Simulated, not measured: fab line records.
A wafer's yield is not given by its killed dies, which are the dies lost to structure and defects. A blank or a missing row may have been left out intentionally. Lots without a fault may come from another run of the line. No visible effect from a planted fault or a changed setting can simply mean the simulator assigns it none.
fab line records + flow nandHarc
record:
- lots: 6
- wafers: 17
- lastDay: 34
route steps=1302 shown A_CHANNEL_HOLE_D1@487 A_CHANNEL_FILL_D1@490
lots that met no fault: from a run of the same line without faults
startH: start of the lot's first displayed wafer, in hours after the record's first day + waitH: hours since the lot's step before + " as in the row above + L1.1+2: a row that stands for several wafers + - value missing, or start not given + * or withheld: withheld + < > ~ a bound
route shown NAME@n: a module of which the file shows steps, and the number in the route of the first + usual: mean/standard deviation taken from wafers without a fault + same: alike in all rows + chamber/n: place in a boat + sites: readings site by site + _std_site: standard deviation of those values + _edge_site: mean of outer sites minus mean of inner sites + radiusMm: how far each site lies from the wafer's centre + mask NAME#n: copy n + behind: the last tool/chamber to shape the wafer + hold: cause of the lot's hold/its duration in hours/its outcome + device: whichever transistor did not switch (one of n, p or np) + end of line: the route-end tests of the same wafers + a step with no rows: only its recipe + killed: the dies lost at the first sort to structure and to defects; this is not the yield of the wafer + map: a wafer's dies, marking killed ones x, the rest . and places with no die _
set.NAME: the setting that was run; set.NAME@STEP: the one run at that earlier step + model.NAME: the simulator's own value behind a step, which no gauge read
lots at some steps of the route; a table a step, a row a wafer
services: the hour from which a tool's chamber was out of use, counted from the record's first day as startH (under 0 if before that day), plus the number of hours and why
== steps ==
step: NHARC_A_CHANNEL_HOLE_D1_CD_MEAS_30
usual:
- cdNm: 90.3/1.5
| lot.wafer | tool     | chamber | startH | waitH | cdNm |
|-----------|----------|---------|--------|-------|------|
| L515.2    | cdSem-03 | -       | 277.51 | -     | 93.4 |
| L515.4    | "        | -       | "      | "     | 93.4 |
| L515.6    | "        | -       | "      | "     | 92.8 |
| L520.1    | cdSem-01 | -       | 331.80 | -     | 90.0 |
| L520.4    | "        | -       | "      | "     | 87.1 |
| L520.5    | "        | -       | "      | "     | 89.5 |
| L521.1    | cdSem-02 | -       | 346.58 | -     | 88.4 |
| L521.4    | "        | -       | "      | "     | 89.9 |
| L524.1    | cdSem-01 | -       | 371.05 | 0.1   | 91.2 |
| L524.3    | "        | -       | "      | "     | 89.9 |
| L524.6    | "        | -       | "      | "     | 89.8 |
| L527.2    | cdSem-03 | -       | 411.32 | -     | 88.9 |
| L527.4    | "        | -       | "      | "     | 89.9 |
| L527.5    | "        | -       | "      | "     | 89.9 |
| L528.3    | cdSem-02 | -       | 415.48 | -     | 91.3 |
| L528.4    | "        | -       | "      | "     | 90.4 |
| L528.6    | "        | -       | "      | "     | 91.9 |
step: NHARC_A_CHANNEL_HOLE_D1_XSEM_31
recipe:
- landingEnergyEv: 35000
usual:
- botCdNm: 74.8/1.6
- bowNm: 8.53/0.23
- tiltDeg: 0.08/0.043
| lot.wafer | tool    | chamber | startH | waitH | botCdNm | bowNm | tiltDeg |
|-----------|---------|---------|--------|-------|---------|-------|---------|
| L515.2    | xsem-01 | 0       | 277.59 | 0.1   | 77.5    | 8.22  | 0.08    |
| L515.4    | "       | 0       | "      | "     | 78.5    | 8.21  | 0.08    |
| L515.6    | "       | 0       | "      | "     | 76.9    | 8.16  | 0.08    |
| L520.1    | xsem-02 | 0       | 331.89 | 0.1   | 75.5    | 8.27  | 0.04    |
| L520.4    | "       | 0       | "      | "     | 71.9    | 8.20  | 0.04    |
| L520.5    | "       | 0       | "      | "     | 74.7    | 8.20  | 0.04    |
| L521.1    | xsem-02 | 0       | 346.67 | 0.1   | 73.7    | 8.49  | 0.15    |
| L521.4    | "       | 0       | "      | "     | 74.6    | 8.54  | 0.15    |
| L524.1    | xsem-01 | 0       | 371.14 | 0.1   | 74.7    | 8.35  | 0.04    |
| L524.3    | "       | 0       | "      | "     | 73.2    | 8.45  | 0.03    |
| L524.6    | "       | 0       | "      | "     | 73.5    | 8.27  | 0.04    |
| L527.2    | xsem-01 | 0       | 411.41 | 0.1   | 73.1    | 8.69  | 0.11    |
| L527.4    | "       | 0       | "      | "     | 74.5    | 8.71  | 0.11    |
| L527.5    | "       | 0       | "      | "     | 74.7    | 8.63  | 0.11    |
| L528.3    | xsem-01 | 0       | 415.57 | 0.1   | 76.5    | 8.58  | 0.05    |
| L528.4    | "       | 0       | "      | "     | 76.0    | 8.62  | 0.05    |
| L528.6    | "       | 0       | "      | "     | 76.8    | 8.63  | 0.05    |
step: NHARC_A_CHANNEL_HOLE_D1_INSPECT_40
usual:
- rawDefectCount: 73/31
| lot.wafer | tool             | chamber | startH | waitH | rawDefectCount |
|-----------|------------------|---------|--------|-------|----------------|
| L515.2    | defectInspect-01 | -       | 277.69 | -     | 43             |
| L515.4    | "                | -       | "      | "     | 49             |
| L515.6    | "                | -       | "      | "     | 53             |
| L520.1    | defectInspect-02 | -       | 331.99 | -     | 49             |
| L520.4    | "                | -       | "      | "     | 45             |
| L520.5    | "                | -       | "      | "     | 36             |
| L521.1    | defectInspect-01 | -       | 346.77 | -     | 134            |
| L521.4    | "                | -       | "      | "     | 103            |
| L524.1    | defectInspect-01 | -       | 371.24 | -     | 42             |
| L524.3    | "                | -       | "      | "     | 47             |
| L524.6    | "                | -       | "      | "     | 36             |
| L527.2    | defectInspect-02 | -       | 411.51 | -     | 41             |
| L527.4    | "                | -       | "      | "     | 37             |
| L527.5    | "                | -       | "      | "     | 34             |
| L528.3    | defectInspect-01 | -       | 415.66 | -     | 23             |
| L528.4    | "                | -       | "      | "     | 20             |
| L528.6    | "                | -       | "      | "     | 21             |
step: NHARC_A_CHANNEL_FILL_D1_PRECLEAN_00
recipe:
- timeS: *
- tempC: 50
- bathAgeMin: 0
- chemistry: SC1
step: NHARC_A_CHANNEL_FILL_D1_SRD_01
step: NHARC_A_CHANNEL_FILL_D1_ALD_02
recipe:
- targetThkA: 60
- pulseTimeS: 10
- aldCycles: 60
- tempC: 300
- material: SiO2
step: NHARC_A_CHANNEL_FILL_D1_ALD_03
recipe:
- targetThkA: 60
- pulseTimeS: 60
- aldCycles: 58
- tempC: 630
- pressureTorr: 2
- material: SiNx
usual:
- precursorPulseHeightRel: 1.000/0.021
| lot.wafer | tool           | chamber | startH | waitH | precursorPulseHeightRel |
|-----------|----------------|---------|--------|-------|-------------------------|
| L515.2    | aldSinBatch-01 | 0       | -      | -     | 1.007                   |
| L515.4    | "              | 0       | "      | "     | 0.993                   |
| L515.6    | "              | 0       | "      | "     | 1.020                   |
| L520.1    | aldSinBatch-02 | 0       | -      | -     | 0.997                   |
| L520.4    | "              | 0       | "      | "     | 0.972                   |
| L520.5    | "              | 0       | "      | "     | 0.987                   |
| L521.1    | aldSinBatch-02 | 0       | -      | -     | 1.016                   |
| L521.4    | "              | 0       | "      | "     | 0.991                   |
| L524.1    | aldSinBatch-03 | 0       | -      | -     | 1.025                   |
| L524.3    | "              | 0       | "      | "     | 0.985                   |
| L524.6    | "              | 0       | "      | "     | 1.017                   |
| L527.2    | aldSinBatch-01 | 0       | -      | -     | 1.011                   |
| L527.4    | "              | 0       | "      | "     | 1.001                   |
| L527.5    | "              | 0       | "      | "     | 1.016                   |
| L528.3    | aldSinBatch-01 | 0       | -      | -     | 0.981                   |
| L528.4    | "              | 0       | "      | "     | 1.004                   |
| L528.6    | "              | 0       | "      | "     | 0.993                   |
step: NHARC_A_CHANNEL_FILL_D1_ALD_14
recipe:
- targetThkA: 25
- pulseTimeS: 10
- aldCycles: 25
- tempC: 300
- material: SiO2
step: NHARC_A_CHANNEL_FILL_D1_ALD_15
recipe:
- targetThkA: 20
- pulseTimeS: 60
- aldCycles: 19
- tempC: 630
- pressureTorr: 2
- material: SiNx
usual:
- precursorPulseHeightRel: 0.999/0.022
| lot.wafer | tool           | chamber | startH | waitH | precursorPulseHeightRel |
|-----------|----------------|---------|--------|-------|-------------------------|
| L515.2    | aldSinBatch-03 | 0       | -      | -     | 0.986                   |
| L515.4    | "              | 0       | "      | "     | 1.006                   |
| L515.6    | "              | 0       | "      | "     | 1.015                   |
| L520.1    | aldSinBatch-01 | 0       | -      | -     | 0.993                   |
| L520.4    | "              | 0       | "      | "     | 0.989                   |
| L520.5    | "              | 0       | "      | "     | 0.980                   |
| L521.1    | aldSinBatch-02 | 0       | 357.28 | 3.1   | 1.010                   |
| L521.4    | "              | 0       | "      | "     | 0.995                   |
| L524.1    | aldSinBatch-02 | 0       | -      | -     | 1.002                   |
| L524.3    | "              | 0       | "      | "     | 0.988                   |
| L524.6    | "              | 0       | "      | "     | 0.982                   |
| L527.2    | aldSinBatch-03 | 0       | -      | -     | 1.013                   |
| L527.4    | "              | 0       | "      | "     | 1.064                   |
| L527.5    | "              | 0       | "      | "     | 1.021                   |
| L528.3    | aldSinBatch-02 | 0       | -      | -     | 0.971                   |
| L528.4    | "              | 0       | "      | "     | 0.967                   |
| L528.6    | "              | 0       | "      | "     | 0.992                   |
step: NHARC_A_CHANNEL_FILL_D1_ALD_16
recipe:
- targetThkA: 15
- pulseTimeS: 10
- aldCycles: 15
- tempC: 300
- material: SiO2
usual:
- heaterPowerW: 455/39
- precursorPulseHeightRel: 1.001/0.02
| lot.wafer | tool     | chamber | startH | waitH | heaterPowerW | precursorPulseHeightRel |
|-----------|----------|---------|--------|-------|--------------|-------------------------|
| L515.4    | aldHk-01 | 1       | 289.46 | 0.1   | 435          | 1.005                   |
| L515.2    | "        | 3       | "      | "     | 392          | 1.020                   |
| L515.6    | "        | 0       | "      | "     | 444          | 0.998                   |
| L520.1    | aldHk-02 | 3       | 343.90 | 0.1   | 439          | 1.026                   |
| L520.4    | "        | 2       | "      | "     | 470          | 1.002                   |
| L520.5    | "        | 3       | "      | "     | 446          | 1.006                   |
| L521.4    | aldHk-02 | 0       | 359.36 | 0.1   | 509          | 1.001                   |
| L521.1    | "        | 1       | "      | "     | 486          | 1.022                   |
| L524.1    | aldHk-01 | 0       | 383.58 | 0.0   | 434          | 0.995                   |
| L524.3    | "        | 1       | "      | "     | 430          | 1.012                   |
| L524.6    | "        | 1       | "      | "     | 419          | 0.992                   |
| L527.4    | aldHk-03 | 0       | 423.89 | 0.1   | 382          | 0.973                   |
| L527.2    | "        | 1       | "      | "     | 469          | 0.981                   |
| L527.5    | "        | 3       | "      | "     | 487          | 1.000                   |
| L528.4    | aldHk-01 | 0       | 428.53 | 0.1   | 444          | 1.014                   |
| L528.3    | "        | 1       | "      | "     | 430          | 0.990                   |
| L528.6    | "        | 2       | "      | "     | 418          | 1.003                   |
step: NHARC_A_CHANNEL_FILL_D1_ANNEAL_17
recipe:
- tempC: 850
- timeS: 1800
step: NHARC_A_CHANNEL_FILL_D1_CVD_18
recipe:
- targetThkA: 30
- tempC: 550
- material: poly-Si
step: NHARC_A_CHANNEL_FILL_D1_ETCHBACK_19
recipe:
- targetDepthA: 50
- timeS: 1.7
- hbrFlowSccm: 150
- cl2FlowSccm: 50
- rfW: 400
- icpW: 400
- biasW: 100
- chemistry: HBr/Cl2
usual:
- biasW: 100.05/0.28
- drypumpMotorCurrentA: 5.7/0.48
- oesProductAu: 1.000/0.011
- throttleValvePct: 26.406/0.0084
| lot.wafer | tool     | chamber | startH | waitH | biasW  | drypumpMotorCurrentA | oesProductAu | rfHoursCounterH | throttleValvePct |
|-----------|----------|---------|--------|-------|--------|----------------------|--------------|-----------------|------------------|
| L515.2    | rieSi-02 | 3       | 301.95 | 0.4   | 100.30 | 5.8                  | 0.991        | 0.13            | 26.402           |
| L515.6    | "        | 0       | "      | "     | 100.41 | 6.3                  | 1.016        | -               | 26.409           |
| L515.4    | "        | 2       | "      | "     | 100.05 | 5.2                  | 0.985        | -               | 26.403           |
| L520.1    | rieSi-04 | 3       | 355.67 | 0.4   | 99.76  | 4.8                  | 0.739        | 0.06            | 26.401           |
| L520.4    | "        | 1       | "      | "     | 99.78  | 5.6                  | 0.750        | 0.05            | 26.395           |
| L520.5    | "        | 3       | "      | "     | 99.90  | 4.8                  | 1.003        | -               | 26.401           |
| L521.1    | rieSi-04 | 0       | 371.24 | 0.4   | 100.44 | 6.1                  | 0.730        | 0.09            | 26.411           |
| L521.4    | "        | 1       | "      | "     | 100.40 | 5.7                  | 0.751        | 0.09            | 26.406           |
| L524.3    | rieSi-02 | 3       | 397.58 | 0.4   | 100.52 | 5.9                  | 0.991        | 0.77            | 26.399           |
| L524.1    | "        | 0       | "      | "     | 99.98  | 6.3                  | 1.023        | 0.71            | 26.401           |
| L524.6    | "        | 3       | "      | "     | 100.37 | 5.8                  | 0.986        | -               | 26.401           |
| L527.2    | rieSi-03 | 3       | 435.71 | 0.4   | 99.71  | 6.5                  | 0.980        | 0.21            | 26.418           |
| L527.4    | "        | 2       | "      | "     | 100.38 | 5.0                  | 0.992        | 0.21            | 26.396           |
| L527.5    | "        | 3       | "      | "     | 99.82  | 6.6                  | 0.991        | -               | 26.418           |
| L528.3    | rieSi-04 | 0       | 440.19 | 0.4   | 100.23 | 6.1                  | 1.003        | 0.57            | 26.401           |
| L528.4    | "        | 0       | "      | "     | 100.12 | 6.1                  | 0.998        | -               | 26.409           |
| L528.6    | "        | 1       | "      | "     | 99.83  | 5.7                  | 1.003        | -               | 26.391           |
step: NHARC_A_CHANNEL_FILL_D1_ETCHBACK_20
recipe:
- targetDepthA: 270
- timeS: 13.5
- c4f8FlowSccm: withheld
- o2FlowSccm: 8
- arFlowSccm: withheld
- rfW: 600
- biasW: 1500
- chemistry: C4F8/O2/Ar
usual:
- biasW: 1500/4.6
- oesProductAu: 0.97/0.04
- rfVppV: 979/5.4
| lot.wafer | tool       | chamber | startH | waitH | biasW | oesProductAu | rfHoursCounterH | rfVppV |
|-----------|------------|---------|--------|-------|-------|--------------|-----------------|--------|
| L515.4    | rieDiel-03 | 3       | 302.10 | -     | 1493  | 0.99         | 1               | 974    |
| L515.2    | "          | 0       | "      | "     | 1504  | 1.02         | 1               | 979    |
| L515.6    | "          | 0       | "      | "     | 1503  | 1.03         | -               | 979    |
| L520.4    | rieDiel-06 | 0       | 355.79 | -     | 1498  | 1.01         | 2               | 982    |
| L520.1    | "          | 1       | "      | "     | 1505  | 1.01         | 2               | 986    |
| L520.5    | "          | 0       | "      | "     | 1502  | 1.01         | -               | 982    |
| L521.1    | rieDiel-07 | 1       | 371.36 | -     | 1503  | 0.99         | 3               | 985    |
| L521.4    | "          | 2       | "      | "     | 1511  | 1.02         | 3               | 976    |
| L524.3    | rieDiel-03 | 0       | 397.71 | -     | 1500  | 0.93         | 6               | 978    |
| L524.1    | "          | 3       | "      | "     | 1497  | 0.92         | 6               | 975    |
| L524.6    | "          | 3       | "      | "     | 1501  | 0.92         | -               | 973    |
| L527.2    | rieDiel-03 | 1       | 435.83 | -     | 1497  | 0.93         | 9               | 975    |
| L527.4    | "          | 3       | "      | "     | 1501  | 0.91         | 9               | 972    |
| L527.5    | "          | 2       | "      | "     | 1497  | 0.92         | -               | 981    |
| L528.3    | rieDiel-07 | 0       | 440.34 | -     | 1505  | 0.92         | 7               | 974    |
| L528.4    | "          | 3       | "      | "     | 1506  | 0.91         | 6               | 977    |
| L528.6    | "          | 1       | "      | "     | 1492  | 0.93         | -               | 985    |
== services ==
| tool           | chamber | startH | hours | kind   |
|----------------|---------|--------|-------|--------|
| aldSinBatch-01 | -       | 258.63 | 5.4   | repair |
| rieDiel-03     | 0       | 260.42 | -     | clean  |
| rieDiel-03     | 1       | 260.42 | -     | clean  |
| rieSi-03       | 0       | 261.37 | 1.6   | repair |
| aldSinBatch-02 | -       | 266.04 | 26.0  | pm     |
| rieSi-02       | 1       | 268.83 | 3.7   | repair |
| rieSi-02       | -       | 277.00 | 9.0   | pm     |
| rieDiel-03     | -       | 281.30 | 9.0   | pm     |
| rieDiel-06     | 0       | 286.08 | 2.9   | repair |
| rieDiel-07     | -       | 294.20 | 9.0   | pm     |
| rieSi-02       | 1       | 295.52 | 16.0  | repair |
| aldHk-01       | -       | 297.21 | 10.0  | pm     |
| rieDiel-06     | -       | 307.20 | 9.0   | pm     |
| rieSi-03       | -       | 308.27 | 4.1   | repair |
| rieSi-04       | -       | 342.00 | 9.0   | pm     |
| aldHk-02       | -       | 348.06 | 10.0  | pm     |
| rieSi-03       | -       | 359.73 | 1.2   | repair |
| xsem-01        | -       | 374.00 | 14.0  | pm     |
| rieDiel-03     | 1       | 392.73 | 7.1   | repair |
| rieDiel-03     | 3       | 393.10 | 4.0   | repair |
| aldHk-03       | -       | 393.12 | 10.0  | pm     |
| rieSi-03       | -       | 398.00 | 9.0   | pm     |
| rieSi-03       | -       | 417.02 | 0.4   | repair |
| rieSi-04       | 2       | 439.74 | 5.7   | repair |
== key ==
firstSign:
- step: NHARC_A_CHANNEL_FILL_D1_ETCHBACK_19
- reading: oesProductAu
- direction: down
- sigmas: 24
- usual: 1.000
- struck: 0.742
effect none on later readings
metAt NHARC_A_CHANNEL_FILL_D1_ETCHBACK_19
struckWafers L520.1,L520.4,L521.1,L521.4
laterRowsLeftOut L520.1,L520.4
sortLeftOut L520.1,L520.4,L521.1,L521.4
testerLeftOut L520,L521
fault:
- kind: processParameterDrift
- tool: rieSi-04
- chamber: -
- onsetH: 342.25
- steps: NHARC_A_CHANNEL_FILL_D1_ETCHBACK_19
- channel: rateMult
- offset: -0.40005
- shape: step
- endH: 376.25
- scope: struckWafersOnly
testerLeftOut: of these lots the tester's yield and bins aren't shown, on N5 and GAA mostly nor the transistor test; their killed dies are dies lost to structure and defects alone, not to doping, threshold or leakage, so they don't give the yield
sortLeftOut: the simulated sort isn't trusted on such a fault, so these wafers' sort isn't shown, and their yield isn't known
laterRowsLeftOut: the simulator's readings of these wafers behind a module that went badly wrong aren't trusted and aren't shown, but for the sort
